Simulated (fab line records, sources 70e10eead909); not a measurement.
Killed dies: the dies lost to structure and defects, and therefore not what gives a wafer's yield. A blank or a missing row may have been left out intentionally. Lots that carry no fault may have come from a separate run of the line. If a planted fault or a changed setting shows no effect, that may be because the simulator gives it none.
Which tool is to blame? -- flow nandHarc -- 12 lots, 36 wafers sampled, at 4 steps of a route of 1302

## WHAT THE GAUGES READ, wafer by wafer
The record lacks any reading of a measuring or inspecting step that a usual standard deviation could be used to judge.

## TOOL THAT RAN EACH LOT (tool first, then ch and the chambers of the sampled wafers, then the start)
lot,NHARC_A_CHANNEL_FILL_D1_ALD_15,NHARC_A_CHANNEL_FILL_D1_ALD_25,NHARC_A_DECK1_JOINT_ETCHBACK_07,NHARC_A_DECK1_JOINT_ETCHBACK_00
L808,"aldSinBatch-02 ch 0, day 10 10:32 or earlier","aldHk-01 ch 1,2, day 10 10:32","rieSi-05 ch 1,2,3, day 10 22:29","rieSi-05 ch 1,2, day 11 08:55"
L810,"aldSinBatch-03 ch 0, day 11 08:20 or earlier","aldHk-02 ch 0,1,2, day 11 08:20","rieSi-02 ch 1,2,3, day 11 19:30","rieSi-02 ch 0,1,3, day 12 06:00"
L811,"aldSinBatch-02 ch 0, day 11 12:45 or earlier","aldHk-02 ch 0,1, day 11 12:45","rieSi-02 ch 0,1, day 12 00:26","rieSi-02 ch 0,3, day 12 11:09"
L816,"aldSinBatch-03 ch 0, day 12 19:47","aldHk-02 ch 1,2, day 13 22:17","rieSi-02 ch 0,3, day 14 09:40","rieSi-05 ch 0,1, day 14 20:30"
L818,"aldSinBatch-02 ch 0, day 14 23:04 or earlier","aldHk-02 ch 0,1,3, day 14 23:04","rieSi-02 ch 0,2,3, day 15 09:33","rieSi-03 ch 0,1,2, day 15 20:13"
L821,"aldSinBatch-02 ch 0, day 15 11:44 or earlier","aldHk-01 ch 0,1,3, day 15 11:44","rieSi-02 ch 0,2,3, day 15 21:40","rieSi-03 ch 2,3, day 16 08:05"
L823,"aldSinBatch-01 ch 0, day 16 17:14 or earlier","aldHk-04 ch 1,2,3, day 16 17:14","rieSi-03 ch 2,3, day 17 05:04","rieSi-02 ch 0,1,3, day 17 16:30"
L825,"aldSinBatch-02 ch 0, day 17 16:25 or earlier","aldHk-04 ch 0,2,3, day 17 16:25","rieSi-05 ch 0,1, day 18 04:16","rieSi-05 ch 0,1,3, day 18 14:54"
L827,"aldSinBatch-03 ch 0, day 18 08:07 or earlier","aldHk-01 ch 0,1,2, day 18 08:07","rieSi-05 ch 0,1,2, day 18 20:04","rieSi-05 ch 0,2,3, day 19 06:40"
L828,"aldSinBatch-02 ch 0, day 19 04:26 or earlier","aldHk-01 ch 0,1,2, day 19 04:26","rieSi-02 ch 0,1,2, day 19 16:24","rieSi-03 ch 0,3, day 20 02:52"
L829,"aldSinBatch-02 ch 0, day 19 05:03 or earlier","aldHk-04 ch 2,3, day 19 05:03","rieSi-03 ch 0,1,2, day 19 16:23","rieSi-05 ch 0,2, day 20 02:52"
L830,"aldSinBatch-01 ch 0, day 19 18:13 or earlier","aldHk-04 ch 0,2,3, day 19 18:13","rieSi-05 ch 2,3, day 20 06:07","rieSi-05 ch 0,2,3, day 20 16:41"
- NHARC_A_CHANNEL_FILL_D1_ALD_15: deposits SiNx, target thk 2 nm, pulse time 60 s, ald cycles 19.
- NHARC_A_CHANNEL_FILL_D1_ALD_25: deposits SiOx, target thk 60 nm, pulse time 10 s, ald cycles 600.
- NHARC_A_DECK1_JOINT_ETCHBACK_07: etches the open film in HBr, target depth 105 nm, time 26.9 s.
- NHARC_A_DECK1_JOINT_ETCHBACK_00: etches the open film in HBr, target depth 30 nm, time 17.4 s.

## WHAT THE TOOLS THEMSELVES READ (means of the sampled wafers that have a number; where no wafer has one, the mark that the record gives instead)
NHARC_A_CHANNEL_FILL_D1_ALD_15. Usual: precursorPulseHeightRel 1.001, standard deviation 0.02.
lot,tool,precursorPulseHeightRel,flag
L808,aldSinBatch-02,0.999,
L810,aldSinBatch-03,1.005,
L811,aldSinBatch-02,1.009,
L816,aldSinBatch-03,0.987,
L818,aldSinBatch-02,0.977,
L821,aldSinBatch-02,1.012,
L823,aldSinBatch-01,1.008,
L825,aldSinBatch-02,0.995,
L827,aldSinBatch-03,1.010,
L828,aldSinBatch-02,1.004,
L829,aldSinBatch-02,0.991,
L830,aldSinBatch-01,0.997,

NHARC_A_CHANNEL_FILL_D1_ALD_25. Usual: heaterPowerW 451 W, standard deviation 52; precursorPulseHeightRel 0.998, standard deviation 0.02.
lot,tool,heaterPowerW (W),precursorPulseHeightRel,flag
L808,aldHk-01,415,1.013,
L810,aldHk-02,449,0.993,
L811,aldHk-02,452,1.005,
L816,aldHk-02,446,1.001,
L818,aldHk-02,491,0.988,
L821,aldHk-01,417,1.004,
L823,aldHk-04,474,0.982,
L825,aldHk-04,470,0.980,
L827,aldHk-01,424,1.001,
L828,aldHk-01,422,1.008,
L829,aldHk-04,434,1.003,
L830,aldHk-04,473,1.000,

NHARC_A_DECK1_JOINT_ETCHBACK_07. Usual: drypumpMotorCurrentA 5.7 A, standard deviation 0.56; oesProductAu 0.999 a.u., standard deviation 0.0089; runLengthS 48.3 s, standard deviation 0.45; throttleValvePct 23.266 %, standard deviation 0.0095.
lot,tool,drypumpMotorCurrentA (A),oesProductAu (a.u.),runLengthS (s),throttleValvePct (%),flag
L808,rieSi-05,6.0,0.998,48.0,23.260,
L810,rieSi-02,5.9,1.009,48.6,23.269,
L811,rieSi-02,6.0,0.997,49.0,23.262,
L816,rieSi-02,5.5,1.004,48.7,23.271,
L818,rieSi-02,5.4,1.012,43.4,23.273,OFF
L821,rieSi-02,5.3,0.993,43.3,23.264,OFF
L823,rieSi-03,5.7,0.993,48.0,23.263,
L825,rieSi-05,5.4,0.997,48.1,23.265,
L827,rieSi-05,5.5,0.994,48.0,23.256,
L828,rieSi-02,5.7,1.003,48.6,23.266,
L829,rieSi-03,5.8,1.009,48.0,23.266,
L830,rieSi-05,5.9,0.989,47.9,23.257,

NHARC_A_DECK1_JOINT_ETCHBACK_00. Usual: drypumpMotorCurrentA 5.7 A, standard deviation 0.56; oesProductAu 0.999 a.u., standard deviation 0.0082; runLengthS 38.7 s, standard deviation 0.45; throttleValvePct 23.267 %, standard deviation 0.0085.
lot,tool,drypumpMotorCurrentA (A),oesProductAu (a.u.),runLengthS (s),throttleValvePct (%),flag
L808,rieSi-05,6.1,0.990,38.5,23.261,
L810,rieSi-02,5.8,0.996,39.1,23.272,
L811,rieSi-02,5.1,1.001,39.6,23.271,
L816,rieSi-05,5.4,0.992,38.6,23.264,
L818,rieSi-03,5.8,0.994,38.5,23.269,
L821,rieSi-03,5.7,0.998,38.4,23.264,
L823,rieSi-02,5.7,1.004,39.0,23.266,
L825,rieSi-05,5.8,0.993,38.5,23.275,
L827,rieSi-05,5.4,0.996,38.4,23.265,
L828,rieSi-03,5.7,0.997,38.6,23.271,
L829,rieSi-05,5.1,0.998,38.3,23.268,
L830,rieSi-05,5.4,0.993,38.5,23.274,

## THE ANSWER, worked out from the rows above alone
Rule: a lot is off if the mean of its wafers that have a number lies more than 3 standard deviations from the usual mean. Also off: a lot with no number at a reading for which 4 or more lots have one. Where the step has rows for the other lots, those lots are counted as sound. First the gauges in route order, then the tools' own readings, where a lot's mean is used as printed above. At the first step where some lot is off, the reading lying furthest off is the one used; lots without a number count as furthest.
Off: L818, L821, at NHARC_A_DECK1_JOINT_ETCHBACK_07 (runLengthS).
A tool fits if, at that step or a process step before it, it ran every lot that is off, and no sound lot after the first of them. NHARC_A_CHANNEL_FILL_D1_ALD_15: start missing for some lots; hours and lot order therefore follow NHARC_A_CHANNEL_FILL_D1_ALD_25. Of those tried, none fits.

## WHAT THE SIMULATOR HAD PUT IN
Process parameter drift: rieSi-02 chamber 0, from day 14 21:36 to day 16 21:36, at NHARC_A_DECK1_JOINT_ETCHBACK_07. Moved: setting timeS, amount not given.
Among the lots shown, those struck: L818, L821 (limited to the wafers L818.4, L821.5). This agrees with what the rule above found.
